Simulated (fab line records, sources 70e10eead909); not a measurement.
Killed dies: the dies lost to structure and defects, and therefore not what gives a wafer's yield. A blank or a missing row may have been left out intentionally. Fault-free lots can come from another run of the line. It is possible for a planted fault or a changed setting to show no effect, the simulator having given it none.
Code-filled problem report in 8D (eight disciplines) form | flow nand-harc | the parts of the form that need people (team, actions taken, sign-off) are left out

1. THE PROBLEM
Mean of thk-nm at NHARC_P_M1_THK_MEAS_24: 29.8 nm across 6 wafers in 2 lots; on wafers with no fault it is 158.3 nm (standard deviation 1.8). Relative to the usual mean, that is a shift of -71 standard deviations.
The step: measures by xrf.
The first sign was on wafer L304.1 at day 8 12:32, on film-metro-01. The record has a number at this step for 33 wafers belonging to 11 lots. The rule behind "out" and "out of limits": a value lying over 4 standard deviations away from the usual mean. The other wafers with a number count as sound.

2. WHAT IT IS, AND WHAT IT ISN'T
question                    | is                     | is not
which readings at this step | thk-nm                 | -
which lots                  | L304, L305             | L299, L300, L301, L303, L310, L315, L316, L317, L318
which wafers of those lots  | all that have a number | -
read on which gauges        | film-metro-01          | film-metro-02
when                        | from day 8 12:32       | up to then (12 sound wafers); but 15 sound wafers of L310, L315, L316, L317, L318 came after

3. SUSPECTS, AND WHAT RULES EACH OUT
Counting: a tool at any process step up to the reading remains a suspect when it ran all the lots that are out and ran no sound lot after the first of those.
- ruled out: the gauge at NHARC_P_M1_THK_MEAS_24. All the wafers that are out were read on film-metro-01, but those of them that NHARC_P_M1_CMP_23 has rows for are out there too, on other tools.
- ecd-cu-01 at NHARC_P_M1_ECD_22 (material Cu, target thk 400 nm): ruled out as a lasting fault. After its first lot that is out, L304 (day 8 11:33), sound lots L310, L315, L316, L318 ran on it.
Left after counting: nothing in the record.

4. THE CAUSE (what the simulator had put in)
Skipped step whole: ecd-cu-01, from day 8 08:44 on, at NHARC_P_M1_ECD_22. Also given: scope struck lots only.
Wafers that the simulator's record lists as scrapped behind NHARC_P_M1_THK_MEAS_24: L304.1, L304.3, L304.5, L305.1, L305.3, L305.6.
The count ruled it out by mistake, since the rule takes a fault to strike every lot its tool runs from the start of the fault on, and this one did not do so.

5. THE EFFECT CHAIN, in route order
Each row: a reading whose mean over the struck wafers that have a number lies more than 3 standard deviations from the usual. Readings are gone through only where the record gives a usual standard deviation; hours: the median, over the lots, of the time from a lot's start at the first step in this table giving one to that lot's start at this step; sigmas: the change measured in usual standard deviations.
hours | step                   | reading            | usual    | on struck wafers | change | sigmas
0     | NHARC_P_M1_CMP_23      | time-to-endpoint-s | 30 s     | 2                | -28    | -7.4
0     | NHARC_P_M1_THK_MEAS_24 | thk-nm             | 158.3 nm | 29.8             | -128.5 | -71
Its process steps:
- NHARC_P_M1_CMP_23: polishes, t overpolish 20 s, target thk 157.82 nm.
Readings that are blank on the struck wafers while sound wafers have them: bath-heat-duty-pct at NHARC_P_M1_ECD_22; bath-temp-c at NHARC_P_M1_ECD_22.

6. HOW IT WOULD HAVE BEEN CAUGHT EARLIER
Counted from the fault's start at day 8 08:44, it took 4 hours until the first out-of-limits reading at a measuring or inspecting step in this record, taken at day 8 12:32.
At NHARC_P_M1_ECD_22 the tool's readings are blank on the struck wafers, where sound wafers have them: an empty tool record is the first sign, and it was there at once.
